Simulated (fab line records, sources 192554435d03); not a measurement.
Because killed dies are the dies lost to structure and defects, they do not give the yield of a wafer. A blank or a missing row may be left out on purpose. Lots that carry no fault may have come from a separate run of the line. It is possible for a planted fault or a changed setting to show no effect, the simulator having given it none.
Matching of chambers + flow n5_finfet + pecvd-02 running N5_BEOL_M10_ILD_DEP_00: 3 sister chambers
The step deposits SiCOH lowk from DEMS/porogen, target thk 308.51 nm, time 58 s. 20 wafers are shown with their chamber, then 10 later ones without.

## WAFERS WITH THEIR CHAMBER
| wafer  | chamber | throttle_valve_pct (%) | heater_power_w (W) | showerhead_plenum_p_Torr (Torr) |
|--------|---------|------------------------|--------------------|---------------------------------|
| L074.2 | 1       | 13.7                   | 257                | 5.756                           |
| L074.3 | 0       | 14.2                   | 377                | 5.727                           |
| L074.5 | 1       | 13.6                   | 248                | 5.761                           |
| L076.1 | 2       | 12.4                   | 219                | 5.726                           |
| L076.2 | 0       | 14.4                   | 371                | 5.740                           |
| L076.3 | 1       | 13.6                   | 243                | 5.755                           |
| L076.4 | 1       | 13.6                   | 251                | 5.746                           |
| L076.5 | 2       | 12.7                   | 227                | 5.722                           |
| L076.6 | 0       | 14.5                   | 385                | 5.741                           |
| L079.1 | 0       | 14.6                   | 325                | 5.722                           |
| L079.2 | 1       | 13.7                   | 255                | 5.765                           |
| L079.3 | 2       | 12.8                   | 232                | 5.734                           |
| L079.4 | 0       | 14.4                   | 347                | 5.731                           |
| L079.5 | 1       | 13.5                   | 263                | 5.765                           |
| L079.6 | 2       | 12.6                   | 239                | 5.719                           |
| L083.1 | 1       | 13.8                   | 217                | 5.770                           |
| L083.2 | 0       | 14.5                   | 350                | 5.737                           |
| L083.3 | 2       | 12.7                   | 260                | 5.720                           |
| L086.2 | 2       | 12.8                   | 235                | 5.727                           |
| L086.4 | 1       | 13.9                   | 207                | 5.767                           |

SIGNATURES (means of the wafers above)
| reading                  | chamber 0 | chamber 1 | chamber 2 | scatter within a chamber |
|--------------------------|-----------|-----------|-----------|--------------------------|
| throttle_valve_pct       | 14.433    | 13.675    | 12.667    | 0.138                    |
| heater_power_w           | 359.17    | 242.62    | 235.33    | 19.2                     |
| showerhead_plenum_p_Torr | 5.73300   | 5.76063   | 5.72467   | 0.00719                  |
Rule: a wafer's distance from a chamber is the root of the sum, over the readings, of the square of ((its reading less the chamber's mean) divided by the reading's scatter). The wafer belongs to the nearest chamber; if the next one is less than 2 further off, it can't be placed. The scatter is the square root of a quotient: the sum, over the shown wafers, of each reading's squared deviation from its chamber's mean, divided by wafers minus chambers.

## WAFERS WITHOUT THEIR CHAMBER
| wafer  | throttle_valve_pct (%) | heater_power_w (W) | showerhead_plenum_p_Torr (Torr) |
|--------|------------------------|--------------------|---------------------------------|
| L086.6 | 14.7                   | 390                | 5.721                           |
| L087.1 | 14.5                   | 365                | 5.726                           |
| L087.3 | 12.9                   | 274                | 5.744                           |
| L087.5 | 12.9                   | 280                | 5.733                           |
| L091.3 | 13.9                   | 267                | 5.764                           |
| L091.4 | 13.6                   | 268                | 5.752                           |
| L091.6 | 12.8                   | 280                | 5.724                           |
| L094.2 | 14.8                   | 396                | 5.749                           |
| L094.3 | 13.5                   | 221                | 5.758                           |
| L094.4 | 14.5                   | 313                | 5.735                           |

## CHAMBER TAKEN BY EACH
| wafer  | from the rows above | in truth |
|--------|---------------------|----------|
| L086.6 | 0                   | 0        |
| L087.1 | 0                   | 0        |
| L087.3 | 2                   | 2        |
| L087.5 | 2                   | 2        |
| L091.3 | 1                   | 1        |
| L091.4 | 1                   | 1        |
| L091.6 | 2                   | 2        |
| L094.2 | 0                   | 0        |
| L094.3 | 1                   | 1        |
| L094.4 | 0                   | 0        |
Correct placement for 10 of the 10. Left unplaced by these rows: 0. Placed wrongly: 0.
